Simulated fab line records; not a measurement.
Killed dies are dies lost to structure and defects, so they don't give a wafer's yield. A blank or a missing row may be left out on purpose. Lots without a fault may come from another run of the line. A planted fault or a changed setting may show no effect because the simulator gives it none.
Which of the tools did it? | flow nandHarc | Sampling: 15 lots, 45 wafers, 5 of 1302 route steps

WHAT THE GAUGES READ, wafer by wafer
NHARC_P_CONTACT_CD_MEAS_12 targets a cd of 90 nm.
lot  | measured     | on       | cdNm (nm)
L525 | day 5 21:44  | cdSem-03 | 89.4 90.2 89.7
L527 | day 6 11:37  | cdSem-03 | 89.2 89.7 90.1
L528 | day 6 22:11  | cdSem-01 | 89.8 90.3 89.7
L529 | day 7 12:26  | cdSem-01 | 90.3 89.8 89.2
L530 | day 7 19:41  | cdSem-01 | 90.2 89.8 90.1
L531 | day 8 06:54  | cdSem-02 | 89.5 89.5 90.3
L532 | day 8 21:58  | cdSem-03 | 90.2 90.3 89.6
L533 | day 9 20:14  | cdSem-01 | 90.7 90.7 89.9
L535 | day 9 21:39  | cdSem-01 | 89.5 90.2 90.0
L540 | day 11 23:50 | cdSem-02 | 105.8 104.9 105.2
L542 | day 12 22:19 | cdSem-03 | 102.6 102.3 102.3
L544 | day 13 14:18 | cdSem-02 | 90.9 90.1 90.3
L543 | day 13 14:42 | cdSem-01 | 100.3 100.4 100.8
L548 | day 15 11:52 | cdSem-01 | 89.5 89.6 89.5
L547 | day 15 12:38 | cdSem-03 | 90.1 90.7 90.2

EACH LOT AND THE TOOL THAT RAN IT (in order: tool; ch and the chambers of the sampled wafers; start)
lot  | NHARC_P_GATE_DESCUM_93            | NHARC_P_GATE_RTA_82             | NHARC_P_CONTACT_DEP_30          | NHARC_P_CONTACT_EXPOSE_09
L525 | rieDiel-12 ch 0,3, day 5 17:13    | rtpAnneal-02 ch 0, day 5 19:56  | pecvd-04 ch 0,1,2, day 5 20:12  | arfiScanner-02 ch 0, day 5 21:35
L527 | rieDiel-10 ch 1,3, day 6 07:14    | rtpAnneal-01 ch 0, day 6 09:56  | pecvd-01 ch 1,2, day 6 10:14    | arfiScanner-01 ch 0, day 6 11:29
L528 | rieDiel-10 ch 0,3, day 6 17:49    | rtpAnneal-01 ch 0, day 6 20:32  | pecvd-02 ch 0,1, day 6 20:46    | arfiScanner-01 ch 0, day 6 22:02
L529 | rieDiel-10 ch 0,2,3, day 7 07:49  | rtpAnneal-01 ch 0, day 7 10:38  | pecvd-01 ch 0,1,2, day 7 10:54  | arfiScanner-02 ch 0, day 7 12:18
L530 | rieDiel-10 ch 0,2,3, day 7 15:04  | rtpAnneal-01 ch 0, day 7 17:54  | pecvd-04 ch 0,2, day 7 18:11    | arfiScanner-01 ch 0, day 7 19:32
L531 | rieDiel-10 ch 0,2,3, day 8 01:49  | rtpAnneal-02 ch 0, day 8 05:07  | pecvd-04 ch 1,2, day 8 05:26    | arfiScanner-03 ch 0, day 8 06:46
L532 | rieDiel-02 ch 1,3, day 8 17:23    | rtpAnneal-02 ch 0, day 8 20:10  | pecvd-04 ch 0,2, day 8 20:25    | arfiScanner-02 ch 0, day 8 21:49
L533 | rieDiel-12 ch 0,1,2, day 9 15:49  | rtpAnneal-02 ch 0, day 9 18:35  | pecvd-04 ch 0,1,2, day 9 18:49  | arfiScanner-02 ch 0, day 9 20:07
L535 | rieDiel-02 ch 2,3, day 9 17:07    | rtpAnneal-01 ch 0, day 9 19:54  | pecvd-02 ch 0,1,2, day 9 20:07  | arfiScanner-01 ch 0, day 9 21:31
L540 | rieDiel-10 ch 1,2, day 11 19:17   | rtpAnneal-02 ch 0, day 11 22:10 | pecvd-01 ch 1,2, day 11 22:28   | arfiScanner-03 ch 0, day 11 23:42
L542 | rieDiel-12 ch 1,3, day 12 17:43   | rtpAnneal-02 ch 0, day 12 20:26 | pecvd-04 ch 0,2, day 12 20:47   | arfiScanner-03 ch 0, day 12 22:10
L544 | rieDiel-12 ch 0,1,3, day 13 09:33 | rtpAnneal-01 ch 0, day 13 12:29 | pecvd-01 ch 0,1, day 13 12:45   | arfiScanner-01 ch 0, day 13 14:10
L543 | rieDiel-02 ch 0,1,2, day 13 09:59 | rtpAnneal-01 ch 0, day 13 12:59 | pecvd-04 ch 0,1,2, day 13 13:16 | arfiScanner-03 ch 0, day 13 14:34
L548 | rieDiel-10 ch 2,3, day 15 07:07   | rtpAnneal-02 ch 0, day 15 10:05 | pecvd-01 ch 0,1,2, day 15 10:23 | arfiScanner-02 ch 0, day 15 11:44
L547 | rieDiel-02 ch 0,2, day 15 08:02   | rtpAnneal-02 ch 0, day 15 10:52 | pecvd-04 ch 0,1,2, day 15 11:11 | arfiScanner-01 ch 0, day 15 12:30
- NHARC_P_GATE_DESCUM_93: chemistry O2, time 3 s.
- NHARC_P_GATE_RTA_82: time 30 s.
- NHARC_P_CONTACT_DEP_30: deposits SiNx, target thk 30 nm.
- NHARC_P_CONTACT_EXPOSE_09: exposes mask P CA, target cd 90 nm.

WHAT THE TOOLS THEMSELVES READ (means of the sampled wafers that have a number; where no wafer has one, the mark that the record gives instead)
NHARC_P_GATE_DESCUM_93.
lot  | tool       | chamberPressureMTorr (mTorr) | drypumpMotorCurrentA (A) | oesProductAu (a.u.) | rfVppV (V) | showerheadPlenumPTorr (Torr) | throttleValvePct (%)
L525 | rieDiel-12 | 59.99                        | 5.28                     | 1.007               | 58.3       | 2.02                         | 11.306
L527 | rieDiel-10 | 59.99                        | 5.68                     | 0.998               | 57.4       | 1.82                         | 11.318
L528 | rieDiel-10 | 59.99                        | 5.85                     | 1.002               | 57.9       | 1.91                         | 11.308
L529 | rieDiel-10 | 59.96                        | 5.64                     | 1.001               | 57.5       | 1.90                         | 11.309
L530 | rieDiel-10 | 60.02                        | 5.61                     | 1.001               | 57.8       | 1.89                         | 11.309
L531 | rieDiel-10 | 60.04                        | 5.63                     | 0.997               | 57.8       | 1.89                         | 11.310
L532 | rieDiel-02 | 60.00                        | 5.46                     | 0.999               | 57.3       | 1.99                         | 11.323
L533 | rieDiel-12 | 60.02                        | 5.57                     | 1.006               | 58.8       | 1.97                         | 11.312
L535 | rieDiel-02 | 60.02                        | 5.63                     | 1.000               | 57.3       | 1.86                         | 11.309
L540 | rieDiel-10 | 60.02                        | 5.52                     | 0.998               | 57.8       | 1.89                         | 11.316
L542 | rieDiel-12 | 59.97                        | 5.80                     | 0.994               | 57.9       | 1.97                         | 11.309
L544 | rieDiel-12 | 60.00                        | 5.54                     | 1.002               | 58.6       | 1.99                         | 11.318
L543 | rieDiel-02 | 59.91                        | 5.66                     | 1.012               | 57.4       | 1.92                         | 11.310
L548 | rieDiel-10 | 60.05                        | 5.41                     | 1.007               | 57.0       | 1.87                         | 11.318
L547 | rieDiel-02 | 59.98                        | 5.76                     | 1.008               | 57.4       | 1.86                         | 11.315

NHARC_P_GATE_RTA_82.
lot  | tool         | lampPowerPct (%) | wafer_temp_C_max
L525 | rtpAnneal-02 | 3.93             | 451.7
L527 | rtpAnneal-01 | 4.05             | 453.1
L528 | rtpAnneal-01 | 4.05             | 453.4
L529 | rtpAnneal-01 | 4.05             | 453.3
L530 | rtpAnneal-01 | 4.05             | 453.9
L531 | rtpAnneal-02 | 3.92             | 451.6
L532 | rtpAnneal-02 | 3.93             | 451.8
L533 | rtpAnneal-02 | 3.93             | 451.4
L535 | rtpAnneal-01 | 4.05             | 453.0
L540 | rtpAnneal-02 | 3.92             | 452.0
L542 | rtpAnneal-02 | 3.92             | 451.8
L544 | rtpAnneal-01 | 4.05             | 453.3
L543 | rtpAnneal-01 | 4.04             | 453.7
L548 | rtpAnneal-02 | 3.93             | 451.9
L547 | rtpAnneal-02 | 3.92             | 451.5

NHARC_P_CONTACT_DEP_30.
lot  | tool     | heaterPowerW (W)
L525 | pecvd-04 | 701
L527 | pecvd-01 | 727
L528 | pecvd-02 | 772
L529 | pecvd-01 | 681
L530 | pecvd-04 | 739
L531 | pecvd-04 | 823
L532 | pecvd-04 | 784
L533 | pecvd-04 | 726
L535 | pecvd-02 | 693
L540 | pecvd-01 | 765
L542 | pecvd-04 | 734
L544 | pecvd-01 | 691
L543 | pecvd-04 | 766
L548 | pecvd-01 | 702
L547 | pecvd-04 | 750

NHARC_P_CONTACT_EXPOSE_09.
lot  | tool           | exposureDoseMJCm2 | focusOffsetNm (nm)
L525 | arfiScanner-02 | 81.19             | -0.4
L527 | arfiScanner-01 | 81.30             | 0.0
L528 | arfiScanner-01 | 81.30             | -0.0
L529 | arfiScanner-02 | 81.17             | -0.1
L530 | arfiScanner-01 | 81.14             | 0.0
L531 | arfiScanner-03 | 81.17             | 0.8
L532 | arfiScanner-02 | 81.07             | 0.2
L533 | arfiScanner-02 | 81.05             | -0.8
L535 | arfiScanner-01 | 81.35             | 0.5
L540 | arfiScanner-03 | 103.86            | 0.6
L542 | arfiScanner-03 | 99.27             | 0.1
L544 | arfiScanner-01 | 81.10             | 0.5
L543 | arfiScanner-03 | 95.78             | -0.2
L548 | arfiScanner-02 | 81.08             | -0.1
L547 | arfiScanner-01 | 81.36             | -0.5

THE ANSWER, worked out from the rows above alone
Rule: what is usual is taken from the lots themselves. Put in order of their means at a reading, lots are off if they are a third of the lots or fewer, leave a main group of 4 or more, and stand apart from it by a gap of 3 or more times the standard deviation of the main group's means; of several such gaps the widest counts. A main group is skipped when, at the precision printed for the reading in the tables above, its means are all equal. A lot without any number at a reading at which 4 lots or more have one is off too. All remaining lots with rows at the step are treated as sound. After the gauges, taken in route order, come the tools' own readings; for these a lot's mean is taken, as printed above. At the first step where some lot is off, the reading lying furthest off is the one used; lots without a number count as furthest.
Off at NHARC_P_CONTACT_CD_MEAS_12 (cdNm): L540, L542, L543. The main group has a mean of 90.0 nm with a standard deviation of 0.29.
A tool fits if, at a process step before that reading, it ran every lot that is off, and no sound lot after the first of them. The gauges at NHARC_P_CONTACT_CD_MEAS_12 aren't tried: what is off there is off at NHARC_P_CONTACT_EXPOSE_09 too, on other tools, and a gauge's error can't cause that. One candidate fits, namely arfiScanner-03 at NHARC_P_CONTACT_EXPOSE_09. Its last sound lot is L531 (day 8 06:46), its first lot that is off L540 (day 11 23:42): a fault that began between those two fits.
The tool's own readings at NHARC_P_CONTACT_EXPOSE_09 bear it out: on the lots that are off they differ by more than 5 times the standard deviation of the sound lots' means. exposureDoseMJCm2 reads 99.64 there against 81.19 on the sound lots.

WHAT HAD BEEN PUT IN BY THE SIMULATOR
Drift in process parameters on arfiScanner-03 at NHARC_P_CONTACT_EXPOSE_09, starting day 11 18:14. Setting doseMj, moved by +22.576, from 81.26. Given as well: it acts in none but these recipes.
Lots struck among those shown: L540, L542, L543. The rule above found the same.
